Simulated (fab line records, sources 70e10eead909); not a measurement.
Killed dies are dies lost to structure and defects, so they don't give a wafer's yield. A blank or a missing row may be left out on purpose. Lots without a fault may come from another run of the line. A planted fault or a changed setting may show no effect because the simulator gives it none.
fab line records | flow nand_harc | part 1 of 2: steps 1 to 4 of 6
record lots=22 wafers=66 last_day=27
route steps=1159 shown P_GATE@202 P_CONTACT@233 P_M0@266 P_M1@316 P_M2@336
lots that met no fault: from a run of the same line without faults
start_h: hours from the record's first day to the start of the lot's first wafer shown | wait_h: hours since the lot's step before | " the same as in the row above | L1.1+2: a row that stands for several wafers | - no value, or no start given | * or withheld: withheld | < > ~ a bound
route shown NAME@n: a module of which the file shows steps, and the number in the route of the first | usual: mean/standard deviation of fault-free wafers | same: alike in all rows | chamber/n: place in a boat | sites: the reading at each site | _std_site: their standard deviation | _edge_site: outer sites' mean less inner sites' | radius_mm: how far each site lies from the wafer's centre | mask NAME#n: copy n | behind: the tool/chamber that last shaped the wafer | hold: why the lot was held/for how many hours/how that ended | device: the transistor (n, p or np) that didn't switch | end of line: the same wafers' tests at the end of the route | a step without rows: its recipe alone | killed: dies lost to structure and defects at the first sort, not the wafer's yield | map: a wafer's dies, x killed, . not, _ none there
set.NAME: the setting as run; set.NAME@STEP: as run at that earlier step | model.NAME: the simulator's own value behind a step, which no gauge read
steps of the route over a sample of lots; a table a step, a row a wafer
services: from which hour (start_h, from the record's first day; less than 0 if before it) a tool's chamber was out of use, for how many hours, and why
## steps
# step NHARC_P_GATE_DESCUM_93
# recipe time_s=3 o2_flow_sccm=200 ar_flow_sccm=0 bias_power_w=0 chemistry=O2
# usual drypump_motor_current_A=5.7/0.35 oes_product_au=1.000/0.0078 rf_vpp_V=57.5/0.92 showerhead_plenum_p_Torr=1.87/0.058 throttle_valve_pct=11.312/0.0089
# columns lot.wafer tool chamber start_h wait_h drypump_motor_current_A oes_product_au rf_hours_counter_h rf_vpp_V showerhead_plenum_p_Torr throttle_valve_pct
L074.1 rie_diel-13 3 94.08 - 6.5 1.001 55 57.0 1.78 11.313
L074.6 " 3 " " 6.5 0.995 - 57.0 1.78 11.323
L074.5 " 0 " " 5.5 1.006 - 57.8 1.97 11.304
L075.3 rie_diel-13 1 113.37 - 5.4 0.992 3 56.6 1.89 11.313
L075.2 " 2 " " 5.7 0.996 3 58.4 1.82 11.320
L075.6 " 3 " " 6.5 0.992 - 55.6 1.78 11.311
L076.1 rie_diel-11 3 113.49 - 5.7 1.009 36 57.1 1.89 11.312
L076.4 " 1 " " 5.7 1.005 39 57.1 1.95 11.314
L076.3 " 2 " " 5.8 1.004 37 58.6 1.89 11.323
L077.1 rie_diel-11 3 121.79 - 5.7 0.999 38 57.8 1.89 11.302
L077.4 " 0 " " 5.5 1.007 39 56.6 1.81 11.313
L077.6 " 3 " " 5.7 0.997 - 58.5 1.89 11.310
L078.4 rie_diel-13 3 127.81 - 6.6 0.979 6 57.6 1.78 11.320
L078.1 " 0 " " 5.5 0.988 6 58.8 1.97 11.307
L078.5 " 3 " " 6.5 0.986 - 56.8 1.78 11.319
L079.4 rie_diel-04 3 136.10 - 5.0 1.007 3 57.5 1.93 11.322
L079.5 " 2 " " 5.6 1.002 - 58.3 1.90 11.315
L079.6 " 3 " " 4.9 0.998 - 56.5 1.93 11.319
L080.2 rie_diel-11 1 145.69 - 5.7 1.003 46 58.2 1.95 11.311
L080.4 " 2 " " 5.8 0.995 44 56.6 1.89 11.289
L080.1 " 0 " " 5.5 1.009 45 58.1 1.81 11.307
L082.4 rie_diel-04 1 147.21 - 5.8 1.002 3 59.1 1.91 11.327
L082.2 " 0 " " 5.6 1.002 5 57.1 1.80 11.305
L082.6 " 2 " " 5.6 1.010 - 55.1 1.90 11.315
L081.3 rie_diel-13 3 148.17 - 6.5 0.995 14 58.0 1.78 11.322
L081.4 " 0 " " 5.4 0.988 12 58.2 1.97 11.316
L081.2 " 1 " " 5.4 1.000 13 58.7 1.88 11.303
L084.3 rie_diel-13 1 159.44 - 5.4 0.995 19 57.5 1.88 11.319
L084.1 " 2 " " 5.7 0.993 19 56.2 1.81 11.306
L084.5 " 0 " " 5.4 0.981 - 57.9 1.97 11.325
L083.3 rie_diel-04 3 160.09 - 4.9 0.990 8 58.0 1.93 11.317
L083.6 " 1 " " 5.9 1.007 - 58.1 1.91 11.327
L083.5 " 2 " " 5.7 1.001 - 57.8 1.90 11.314
L085.4 rie_diel-13 0 184.78 - 5.4 0.993 28 57.0 1.96 11.307
L085.6 " 3 " " 6.5 0.998 - 57.3 1.78 11.318
L085.5 " 0 " " 5.5 0.990 - 58.1 1.96 11.308
L088.2 rie_diel-11 1 185.76 - 5.7 1.007 60 56.6 1.95 11.320
L088.6 " 3 " " 5.7 0.993 - 57.4 1.88 11.319
L088.5 " 0 " " 5.5 1.012 - 57.2 1.81 11.301
L086.2 rie_diel-11 0 186.24 - 5.5 1.010 58 56.9 1.81 11.316
L086.4 " 2 " " 5.7 0.999 59 57.1 1.88 11.303
L086.6 " 3 " " 5.8 0.991 - 56.9 1.88 11.308
L087.4 rie_diel-13 2 193.16 - 5.7 0.997 28 57.1 1.81 11.323
L087.5 " 1 " " 5.4 1.002 - 57.8 1.88 11.303
L087.6 " 2 " " 5.7 1.003 - 57.9 1.81 11.319
L090.2 rie_diel-04 0 198.09 - 5.6 1.005 15 58.4 1.80 11.316
L090.1 " 3 " " 4.9 0.995 14 56.1 1.93 11.303
L090.5 " 0 " " 5.5 0.996 - 56.9 1.80 11.323
L089.2 rie_diel-04 1 199.08 - 5.9 0.992 13 58.3 1.91 11.310
L089.3 " 3 " " 4.9 0.990 15 57.4 1.93 11.301
L089.6 " 1 " " 5.9 0.998 - 57.2 1.91 11.320
L091.3 rie_diel-11 0 207.80 - 5.5 1.000 2 57.3 1.81 11.325
L091.1 " 1 " " 5.7 1.000 2 58.5 1.95 11.316
L091.4 " 2 " " 5.7 1.003 2 56.8 1.88 11.307
L092.2 rie_diel-04 3 214.31 - 4.9 0.997 17 58.9 1.93 11.297
L092.6 " 1 " " 5.8 1.003 - 58.6 1.91 11.321
L092.5 " 2 " " 5.6 1.008 - 57.7 1.89 11.321
L094.1 rie_diel-11 1 224.29 - 5.7 0.995 10 58.1 1.94 11.321
L094.5 " 3 " " 5.7 1.006 - 56.0 1.88 11.332
L094.6 " 0 " " 5.5 1.005 - 57.9 1.80 11.307
L095.1 rie_diel-04 0 233.39 - 5.6 0.994 21 56.6 1.80 11.317
L095.2 " 2 " " 5.6 1.007 19 56.5 1.89 11.301
L095.6 " 0 " " 5.6 1.004 - 57.5 1.80 11.323
L097.4 rie_diel-04 1 252.35 - 5.9 1.005 20 58.8 1.90 11.314
L097.3 " 3 " " 4.9 1.009 22 57.2 1.93 11.311
L097.6 " 2 " " 5.6 1.021 - 59.9 1.89 11.311
# step NHARC_P_CONTACT_OVL_MEAS_13
# usual overlay_x_nm=-0.1/0.89 overlay_y_nm=0.2/0.73
# columns lot.wafer tool chamber start_h wait_h overlay_x_nm overlay_y_nm
L074.1 overlay-01 - 98.75 - 0.0 -0.6
L074.5 " - " " 0.2 -0.6
L074.6 " - " " -0.5 -0.5
L075.2 overlay-02 - 118.03 - 0.1 0.5
L075.3 " - " " -0.3 0.8
L075.6 " - " " 0.3 0.6
L076.1 overlay-01 - 118.86 - -0.3 -0.2
L076.3 " - " " -1.1 0.1
L076.4 " - " " -1.1 -0.1
L077.1 overlay-02 - 126.49 - -0.1 -0.7
L077.4 " - " " -0.2 -1.1
L077.6 " - " " 0.1 -0.8
L078.1 overlay-02 - 132.47 - -0.4 1.5
L078.4 " - " " 0.0 0.6
L078.5 " - " " 0.1 0.8
L079.4 overlay-01 - 140.72 - -0.3 -0.2
L079.5 " - " " -0.1 0.1
L079.6 " - " " 0.2 0.0
L080.1 overlay-02 - 150.32 - -0.5 0.2
L080.2 " - " " -0.4 -1.0
L080.4 " - " " -0.4 -0.1
L082.2 overlay-01 - 151.96 - -1.4 0.6
L082.4 " - " " -1.2 0.3
L082.6 " - " " -1.4 0.6
L081.2 overlay-02 - 153.13 - 0.6 0.4
L081.3 " - " " 0.2 0.5
L081.4 " - " " 1.0 0.4
L084.1 overlay-02 - 164.68 - -1.7 1.2
L084.3 " - " " -1.2 0.6
L084.5 " - " " -1.3 -0.4
L083.3 overlay-01 - 165.09 - 3.0 -0.2
L083.5 " - " " 2.6 -0.4
L083.6 " - " " 2.7 -0.5
L085.4 overlay-01 - 189.92 - -0.2 -0.5
L085.5 " - " " -0.2 -0.1
L085.6 " - " " -0.3 0.4
L088.2 overlay-02 - 190.79 - -0.1 -0.1
L088.5 " - " " 0.6 -0.8
L088.6 " - " " 0.6 -0.9
L086.2 overlay-01 - 192.08 - 0.0 1.0
L086.4 " - " " 0.1 1.7
L086.6 " - " " 0.6 1.7
L087.4 overlay-02 - 197.67 - 0.1 0.6
L087.5 " - " " 0.5 1.2
L087.6 " - " " 0.3 0.7
L090.1 overlay-01 - 202.83 - 0.4 2.0
L090.2 " - " " 0.9 1.4
L090.5 " - " " -0.2 0.7
L089.2 overlay-01 - 203.98 - 0.7 -1.2
L089.3 " - " " 0.5 -1.5
L089.6 " - " " 0.9 -1.3
L091.1 overlay-02 - 212.69 - -0.5 0.6
L091.3 " - " " -1.1 0.3
L091.4 " - " " -1.1 0.3
L092.2 overlay-01 - 218.92 - -0.6 0.2
L092.5 " - " " -0.2 0.7
L092.6 " - " " -0.4 0.8
L094.1 overlay-01 - 229.03 - -1.0 0.3
L094.5 " - " " -1.0 0.3
L094.6 " - " " -0.7 0.0
L095.1 overlay-02 - 238.17 - -0.2 0.0
L095.2 " - " " 0.1 -0.3
L095.6 " - " " 0.2 -0.4
L097.3 overlay-02 - 257.42 - 1.0 0.1
L097.4 " - " " 0.8 0.2
L097.6 " - " " 0.8 0.3
# step NHARC_P_M0_DESCUM_14
# recipe time_s=3 o2_flow_sccm=200 ar_flow_sccm=0 bias_power_w=0 chemistry=O2
# usual drypump_motor_current_A=5.8/0.48 oes_product_au=1.001/0.0066 rf_vpp_V=57.9/0.92 showerhead_plenum_p_Torr=1.92/0.075 throttle_valve_pct=11.312/0.0098
# columns lot.wafer tool chamber start_h wait_h drypump_motor_current_A oes_product_au rf_hours_counter_h rf_vpp_V showerhead_plenum_p_Torr throttle_valve_pct
L074.1 rie_diel-05 3 106.30 0.1 5.2 0.999 8 58.7 1.94 11.319
L074.5 " 0 " " 5.1 1.000 - 57.2 1.90 11.307
L074.6 " 1 " " 6.2 0.994 - 57.8 1.90 11.327
L075.2 rie_diel-05 0 127.94 0.1 5.1 1.009 9 56.0 1.90 11.304
L075.3 " 2 " " 5.1 1.011 8 57.1 1.82 11.305
L075.6 " 0 " " 5.1 1.009 - 58.1 1.89 11.309
L076.1 rie_diel-02 0 129.34 0.1 6.0 1.002 12 58.0 1.87 11.310
L076.3 " 1 " " 5.5 1.011 12 57.5 2.05 11.307
L076.4 " 3 " " 5.5 1.004 7 58.0 1.88 11.307
L077.1 rie_diel-02 2 132.09 0.1 5.8 0.990 12 57.9 2.06 11.314
L077.4 " 3 " " 5.5 0.997 8 58.1 1.88 11.302
L077.6 " 3 " " 5.5 1.001 - 58.6 1.88 11.306
L078.4 rie_diel-02 0 137.33 0.1 6.0 0.998 12 57.9 1.87 11.312
L078.1 " 2 " " 5.8 0.998 12 58.7 2.06 11.303
L078.5 " 0 " " 6.0 0.999 - 57.1 1.87 11.308
L079.4 rie_diel-02 0 144.98 0.1 6.0 1.007 13 57.9 1.87 11.313
L079.5 " 0 " " 6.1 1.004 - 60.0 1.87 11.330
L079.6 " 1 " " 5.5 0.999 - 58.9 2.05 11.326
L080.2 rie_diel-05 3 158.94 0.1 5.2 1.000 11 58.3 1.93 11.305
L080.1 " 0 " " 5.1 0.995 11 58.9 1.89 11.306
L080.4 " 2 " " 5.1 0.994 10 56.9 1.82 11.327
L082.2 rie_diel-10 1 159.35 0.1 5.3 1.005 13 58.3 1.93 11.295
L082.4 " 2 " " 6.4 0.986 12 57.1 1.87 11.317
L082.6 " 2 " " 6.4 0.996 - 56.3 1.87 11.307
L081.3 rie_diel-10 2 159.85 0.1 6.4 0.997 12 59.1 1.87 11.318
L081.2 " 0 " " 6.1 1.002 12 57.2 2.00 11.312
L081.4 " 0 " " 6.1 1.004 - 57.6 2.00 11.320
L084.1 rie_diel-10 0 169.00 0.1 6.1 1.001 14 59.4 2.00 11.295
L084.3 " 2 " " 6.4 0.993 14 58.5 1.87 11.308
L084.5 " 0 " " 6.1 0.993 - 57.2 2.00 11.305
L083.3 rie_diel-02 0 169.67 0.1 6.0 1.007 1 57.0 1.87 11.336
L083.5 " 2 " " 5.8 0.999 - 59.8 2.06 11.336
L083.6 " 3 " " 5.5 0.999 - 57.8 1.88 11.311
L085.4 rie_diel-10 1 194.96 0.1 5.3 0.993 1 58.0 1.93 11.308
L085.5 " 0 " " 6.1 0.996 - 58.9 2.00 11.303
L085.6 " 1 " " 5.3 0.999 - 56.3 1.93 11.320
L088.2 rie_diel-02 0 195.61 0.1 6.0 1.013 3 58.2 1.87 11.295
L088.5 " 3 " " 5.5 0.991 - 57.3 1.88 11.301
L088.6 " 0 " " 6.0 1.003 - 56.6 1.87 11.314
L086.4 rie_diel-02 0 196.36 0.1 6.0 1.007 3 56.1 1.87 11.326
L086.2 " 3 " " 5.5 1.003 3 58.3 1.88 11.315
L086.6 " 1 " " 5.5 1.004 - 56.4 2.05 11.326
L087.4 rie_diel-05 2 209.58 0.1 5.1 1.001 3 57.0 1.82 11.301
L087.6 " 2 " " 5.1 1.002 - 58.8 1.82 11.309
L087.5 " 3 " " 5.2 1.000 - 57.9 1.93 11.321
L090.2 rie_diel-05 1 217.20 0.1 6.2 0.991 3 57.8 1.90 11.313
L090.1 " 0 " " 5.1 1.004 3 57.6 1.89 11.310
L090.5 " 2 " " 5.1 0.996 - 58.5 1.82 11.328
L089.2 rie_diel-05 1 220.46 0.1 6.2 1.003 3 57.6 1.90 11.316
L089.3 " 2 " " 5.1 0.998 3 58.5 1.82 11.306
L089.6 " 2 " " 5.1 0.995 - 57.8 1.82 11.305
L091.1 rie_diel-10 2 221.15 0.1 6.4 0.988 3 58.8 1.87 11.306
L091.3 " 3 " " 6.6 1.015 3 56.8 1.84 11.321
L091.4 " 0 " " 6.1 1.002 3 59.9 2.00 11.307
L092.2 rie_diel-02 3 223.26 0.1 5.5 0.998 4 58.8 1.88 11.309
L092.5 " 0 " " 6.0 1.009 - 57.4 1.87 11.311
L092.6 " 3 " " 5.5 1.000 - 55.7 1.88 11.289
L094.1 rie_diel-10 1 233.33 0.1 5.3 1.005 4 58.0 1.93 11.298
L094.6 " 0 " " 6.1 1.008 - 58.8 2.00 11.318
L094.5 " 1 " " 5.3 0.990 - 58.4 1.93 11.311
L095.2 rie_diel-05 0 242.83 0.1 5.1 1.002 4 58.0 1.89 11.307
L095.1 " 3 " " 5.2 1.011 5 58.1 1.93 11.325
L095.6 " 3 " " 5.2 0.995 - 57.3 1.93 11.322
L097.4 rie_diel-10 0 261.77 0.1 6.1 0.996 6 58.9 2.00 11.336
L097.3 " 1 " " 5.3 1.006 5 59.2 1.92 11.317
L097.6 " 0 " " 6.1 0.998 - 57.9 2.00 11.316
# step NHARC_P_M0_ETCH_34
# recipe target_depth_a=400 overetch_a=120 time_s=43.94 ion_energy_ev=200 n2_flow_sccm=150 h2_flow_sccm=150 ar_flow_sccm=0 rf_w=400 bias_w=150 chemistry=N2/H2
# usual drypump_motor_current_A=5.8/0.49 h2_flow_sccm=150.1/0.44 oes_product_au=1.002/0.0075 rf_vpp_V=431.0/2.4 showerhead_plenum_p_Torr=2.05/0.086 throttle_valve_pct=14.170/0.0086
# columns lot.wafer tool chamber start_h wait_h drypump_motor_current_A h2_flow_sccm oes_product_au rf_hours_counter_h rf_vpp_V showerhead_plenum_p_Torr throttle_valve_pct
L074.1 rie_diel-05 2 106.37 0.1 5.1 150.2 0.992 7 427.1 1.94 14.167
L074.5 " 0 " " 5.1 149.5 1.005 - 429.9 2.02 14.177
L074.6 " 1 " " 6.2 149.7 1.001 - 430.9 2.02 14.160
L075.2 rie_diel-05 3 128.02 0.1 5.2 149.6 1.000 9 431.7 2.06 14.181
L075.3 " 0 " " 5.1 150.6 0.995 9 431.7 2.02 14.167
L075.6 " 3 " " 5.2 150.3 0.995 - 430.4 2.06 14.170
L076.4 rie_diel-02 0 129.44 0.1 6.0 149.2 0.998 12 429.9 2.00 14.163
L076.3 " 1 " " 5.5 149.6 1.000 12 434.2 2.19 14.157
L076.1 " 2 " " 5.8 150.5 1.003 11 436.3 2.20 14.174
L077.1 rie_diel-02 0 132.19 0.1 6.0 150.3 1.001 12 430.4 2.00 14.175
L077.4 " 1 " " 5.5 150.7 1.004 12 433.8 2.19 14.175
L077.6 " 3 " " 5.5 149.9 1.001 - 431.3 2.00 14.176
L078.4 rie_diel-02 1 137.42 0.1 5.5 150.6 1.005 12 433.1 2.19 14.171
L078.1 " 3 " " 5.5 149.8 0.997 8 429.1 2.00 14.175
L078.5 " 1 " " 5.5 149.7 1.011 - 434.7 2.19 14.174
L079.4 rie_diel-02 2 145.07 0.1 5.8 150.0 0.999 12 433.2 2.20 14.165
L079.5 " 2 " " 5.8 150.3 1.001 - 436.2 2.20 14.179
L079.6 " 3 " " 5.5 150.9 0.992 - 430.0 2.00 14.162
L080.1 rie_diel-05 3 159.03 0.1 5.2 149.4 1.011 11 431.1 2.06 14.178
L080.2 " 0 " " 5.1 150.5 1.012 11 430.6 2.02 14.175
L080.4 " 1 " " 6.2 150.0 0.996 9 428.4 2.02 14.171
L082.2 rie_diel-10 2 159.57 0.2 6.4 150.1 0.991 12 429.1 1.99 14.176
L082.4 " 2 " " 6.4 149.7 0.995 - 428.7 1.99 14.155
L082.6 " 3 " " 6.6 150.0 0.996 - 427.3 1.96 14.184
L081.3 rie_diel-10 2 159.96 0.1 6.4 150.1 1.007 12 429.7 1.99 14.172
L081.2 " 0 " " 6.1 150.4 0.998 12 431.5 2.13 14.175
L081.4 " 2 " " 6.4 150.2 1.001 - 430.3 1.99 14.167
L084.3 rie_diel-10 2 169.09 0.1 6.4 151.4 0.996 14 428.8 1.99 14.165
L084.1 " 3 " " 6.5 150.1 0.991 14 429.0 1.96 14.165
L084.5 " 0 " " 6.1 150.0 0.995 - 433.7 2.13 14.174
L083.3 rie_diel-02 1 169.74 0.1 5.5 150.2 1.001 1 434.7 2.19 14.166
L083.6 " 0 " " 6.0 150.2 1.008 - 429.0 2.00 14.163
L083.5 " 1 " " 5.5 149.9 1.011 - 434.9 2.19 14.173
L085.4 rie_diel-10 3 195.04 0.1 6.6 149.9 1.001 1 430.3 1.96 14.175
L085.6 " 3 " " 6.5 149.6 1.002 - 429.4 1.96 14.155
L085.5 " 0 " " 6.1 150.5 1.004 - 433.7 2.13 14.170
L088.2 rie_diel-02 3 195.71 0.1 5.5 149.6 1.000 3 430.3 2.00 14.169
L088.6 " 0 " " 6.0 150.4 1.021 - 429.7 2.00 14.182
L088.5 " 1 " " 5.5 150.0 1.007 - 436.2 2.19 14.186
L086.4 rie_diel-02 1 196.44 0.1 5.5 149.3 1.012 3 434.2 2.19 14.160
L086.2 " 3 " " 5.5 150.3 0.993 3 430.4 2.00 14.174
L086.6 " 1 " " 5.5 150.2 1.008 - 433.8 2.19 14.179
L087.4 rie_diel-05 1 209.68 0.1 6.2 151.0 1.006 3 431.9 2.02 14.164
L087.6 " 2 " " 5.1 149.8 1.002 - 427.3 1.93 14.162
L087.5 " 3 " " 5.2 150.2 1.012 - 432.2 2.06 14.166
L090.1 rie_diel-05 3 217.29 0.1 5.2 150.0 1.010 3 432.1 2.06 14.180
L090.2 " 1 " " 6.2 149.8 1.001 3 429.6 2.02 14.176
L090.5 " 3 " " 5.2 149.9 1.009 - 431.4 2.06 14.176
L089.3 rie_diel-05 0 220.55 0.1 5.1 149.7 1.007 3 430.1 2.02 14.196
L089.2 " 1 " " 6.2 150.9 0.996 3 429.3 2.02 14.165
L089.6 " 0 " " 5.1 150.0 1.021 - 430.5 2.02 14.164
L091.4 rie_diel-10 2 221.23 0.1 6.4 150.7 0.990 3 429.4 1.99 14.174
L091.1 " 3 " " 6.6 150.3 1.020 3 428.7 1.96 14.181
L091.3 " 1 " " 5.3 149.9 1.011 3 430.2 2.05 14.160
L092.2 rie_diel-02 3 223.35 0.1 5.5 150.5 0.988 4 429.0 2.00 14.185
L092.5 " 2 " " 5.9 149.8 1.000 - 435.6 2.20 14.184
L092.6 " 3 " " 5.5 150.1 0.999 - 428.4 2.00 14.173
L094.1 rie_diel-10 1 233.41 0.1 5.3 149.3 1.012 4 430.3 2.05 14.160
L094.5 " 0 " " 6.1 149.3 1.012 - 433.5 2.13 14.177
L094.6 " 1 " " 5.3 149.8 0.999 - 431.0 2.05 14.179
L095.2 rie_diel-05 2 242.94 0.1 5.1 149.6 0.986 4 428.9 1.93 14.168
L095.1 " 0 " " 5.1 149.7 1.007 4 430.7 2.02 14.159
L095.6 " 2 " " 5.1 149.8 1.006 - 428.3 1.93 14.176
L097.4 rie_diel-10 2 261.85 0.1 6.4 150.0 0.990 5 429.1 1.99 14.190
L097.3 " 3 " " 6.6 149.6 1.015 6 429.2 1.96 14.169
L097.6 " 2 " " 6.4 150.8 1.001 - 429.3 1.99 14.151
